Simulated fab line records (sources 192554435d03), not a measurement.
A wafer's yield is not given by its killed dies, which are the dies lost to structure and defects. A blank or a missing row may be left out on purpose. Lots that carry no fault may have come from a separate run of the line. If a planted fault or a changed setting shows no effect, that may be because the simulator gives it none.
A struck lot beside a sound one / flow n5-finfet / 32 steps out of a route of 1938
Sound: these wafers, L809.2, L809.4, L809.6. Struck: wafers L810.1, L810.4 (left out: L810.3, a lot-mate that was not struck); the cause follows at the end.
Each step with rows lists, per side, the tool, then ch with its chambers, then its first start. Under that, the readings that differ: sound wafers / struck wafers / difference of the means / sigmas: that difference in standard deviations of wafers without a fault.
alike: a reading whose means differ by less than 2 such deviations, as well as words and numbers matching on both sides. not compared: withheld readings; readings where some wafer has no value; bounds like >300 that might hide an equal value; numbers whose values overlap and for which the record gives no deviation.
Wherever a step has rows on one side only, a row that says differs or no value, or a row with sigmas, the two part there. When numbers do not overlap yet have no deviation, they are printed without sigmas and do not part them. A reading that every wafer of one side lacks parts them only if that side has two wafers or more.

first, 12 steps without rows for these wafers: N5_HKMG_FIN_DESCUM_53 (chemistry O2, time 7.9 s); N5_HKMG_FIN_ETCH_54 (etches SiARC in CF4, target depth 45.5 nm, time 75.8 s); N5_HKMG_FIN_ETCH_55 (etches SOC in N2/H2, target depth 240 nm, time 300 s); N5_HKMG_FIN_STRIP_56 (strips in N2/H2); N5_HKMG_FIN_STRIP_57 (strips in CF4); N5_HKMG_FIN_ETCH_58 (etches SOC in N2/H2, target depth 215.8 nm, time 741 s); N5_HKMG_FIN_STRIP_93 (strips SOC in N2/H2, time 20 s); N5_HKMG_FIN_WET_ETCH_76 (etches Al2O3 in dNH4OH, stops on La2O3, target depth 2.25 nm, rinse time 30 s); N5_HKMG_FIN_STRIP_60 (strips in N2/H2, time 360 s); N5_HKMG_FIN_WET_ETCH_77 (etches La2O3 in dHCl, stops on HfO2, target depth 2 nm); N5_HKMG_FIN_WET_ETCH_78 (etches Al2O3 in dNH4OH, stops on La2O3, target depth 4.5 nm, rinse time 30 s); N5_HKMG_FIN_ALD_79 (deposits TiN, target thk 1.5 nm, pulse time 1 s, purge time 3 s).
N5_HKMG_FIN_CVD_62: deposits a-Si from Si2H6, target thk 3 nm, time 20.8 s.
  sound on thermal-cvd-si-01 ch 0,1,2, day 6 03:59; struck on thermal-cvd-si-01 ch 2, day 6 15:36
  alike: heater-power-w, susceptor-temp-C
then, 15 steps without rows for these wafers: N5_HKMG_FIN_RTA_80 (time 2 s); N5_HKMG_FIN_PRECLEAN_64 (cleans in dHF, time 30 s); N5_HKMG_FIN_WET_ETCH_65 (etches a-Si in TMAH, stops on TiN, time 49 s, target depth 3 nm); N5_HKMG_FIN_WET_ETCH_81 (etches TiN in SC1, stops on HfO2, time 57 s, target depth 6 nm); N5_HKMG_FIN_WET_ETCH_82 (etches La2O3 in dHCl, stops on HfO2, target depth 2 nm, rinse time 30 s); N5_HKMG_FIN_ALD_36 (deposits TiN, target thk 1 nm, pulse time 1 s, purge time 3 s); N5_HKMG_FIN_PWFM_ALD_03 (deposits TiN, target thk 2 nm, pulse time 1 s, purge time 3 s); N5_HKMG_FIN_COAT_29 (time 60 s, resist thk 300 nm); N5_HKMG_FIN_COAT_30 (time 60 s, resist thk 35 nm); N5_HKMG_FIN_COAT_06 (resist thk 90 nm); N5_HKMG_FIN_EBR_08; N5_HKMG_FIN_SOFTBAKE_07 (time 60 s); N5_HKMG_FIN_EXPOSE_09 (exposes mask NWFM); N5_HKMG_FIN_PEB_10 (peb time 60 s); N5_HKMG_FIN_DEVELOP_11 (develop time 30 s).
N5_HKMG_FIN_INSPECT_14: inspects for defects (macro).
  sound: defect-inspect-02 at day 6 05:36; struck: defect-inspect-02 at day 6 17:11
reading=raw-defect-count; sound=1 3 3; struck=270 >300; difference=differs; sigmas=
then, 1 step without rows for these wafers: N5_HKMG_FIN_DESCUM_17 (chemistry O2, time 7.9 s).
-- record jumps: 4 days separate the struck wafers' starts on either side; left off in module HKMG_FIN, taken up again in module BEOL_M4, whose first shown step is the route's number 1111 --
N5_BEOL_M4_RC_MEAS_101:
  sound on prober-01 ch 0, day 10 11:22; struck on prober-02 ch 0, day 10 17:52
reading=DIBL_P (mV/V); sound=37.3 37.5 36.3; struck=33.3 33.6; difference=-3.6; sigmas=-2
reading=SS_P (mV/dec); sound=73.5 74.0 73.0; struck=72.4 72.3; difference=-1.2; sigmas=-2
reading=VT_P (mV); sound=-241 -243 -243; struck=-248 -251; difference=-7; sigmas=-2
  alike: DIBL_N, IOFF_N, IOFF_P, ION_N, ION_P, SS_N, VT_N
-- here the record skips 4 days between the struck wafers' starts before and after, leaving off in module BEOL_M4 and picking up in module PASSIVATION (first step shown: number 1936 of the route) --
N5_PASSIVATION_PROBE_49:
  sound: prober-01 at day 14 08:36; struck: prober-01 at day 14 19:10
reading=defect-limited-yield (%); sound=92.9; struck=84.3 84.8; difference=-8.4; sigmas=-6
reading=killed-at-front-end; sound=35; struck=130 135; difference=+98; sigmas=+9
reading=killed-dies; sound=84; struck=185 179; difference=+98; sigmas=+6
reading=sort_bin_5_function (%); sound=4.0; struck=10.0 9.7; difference=+5.8; sigmas=+6
reading=sort_bin_6_memory (%); sound=2.7; struck=4.5 4.5; difference=+1.8; sigmas=+3
reading=sort-n-pass; sound=1096; struck=995 1001; difference=-98; sigmas=-6
reading=sort-yield-pct (%); sound=92.9; struck=84.3 84.8; difference=-8.4; sigmas=-6
  alike: killed_at_M0_to_M3, killed_at_M4_up, killed-at-contacts, killed-at-other, killed-open, killed-short

WHERE THEY PART
Last at N5_PASSIVATION_PROBE_49 as far as this record goes, first at N5_HKMG_FIN_INSPECT_14.

WHY: what the simulator had put in
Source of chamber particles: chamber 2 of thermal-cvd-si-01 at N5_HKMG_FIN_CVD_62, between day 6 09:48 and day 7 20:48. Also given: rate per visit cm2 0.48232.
